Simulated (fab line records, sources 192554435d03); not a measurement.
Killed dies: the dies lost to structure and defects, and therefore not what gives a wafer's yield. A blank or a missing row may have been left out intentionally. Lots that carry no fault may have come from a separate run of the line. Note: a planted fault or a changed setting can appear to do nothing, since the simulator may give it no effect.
Chamber matching -- flow n5 finfet -- rie si-06 running N5_DUMMY_GATE_TRIM_49: 4 sister chambers
The step chemistry O2, time 29 s, target cd 14 nm. 4 wafers are shown with their chamber, then 8 later ones without.

== WAFERS PAIRED WITH THEIR CHAMBERS ==
wafer,chamber,drypump motor current A (A)
L082.6,3,5.0
L084.1,1,6.0
L084.4,2,5.8
L084.6,0,6.4

== WAFERS MISSING THEIR CHAMBER ==
wafer,drypump motor current A (A)
L090.2,6.4
L090.3,5.8
L091.1,6.4
L091.5,5.9
L091.6,5.7
L096.1,5.7
L096.4,6.0
L096.6,6.4

== THE CHAMBER EACH PASSED THROUGH ==
wafer,from the rows above,in truth
L090.2,0,0
L090.3,2,2
L091.1,0,0
L091.5,can't be placed: 1 or 2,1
L091.6,2,2
L096.1,2,2
L096.4,1,1
L096.6,0,0
7 of 8 placed correctly. Not placeable from these rows: 1 (in 1, the candidates include the true chamber). Wrongly placed: 0.
How it was worked out, from the rows above alone: a wafer's distance from a chamber is the root of the sum, over the readings, of the square of ((its reading less the chamber's mean) divided by the reading's scatter). The wafer belongs to the nearest chamber; if the next one is less than 2 further off, it can't be placed. Each chamber's mean is taken over the wafers shown for it. The scatter: with one shown wafer a chamber, the root of the mean of the squares of how far each hidden wafer lies from its nearest shown one.
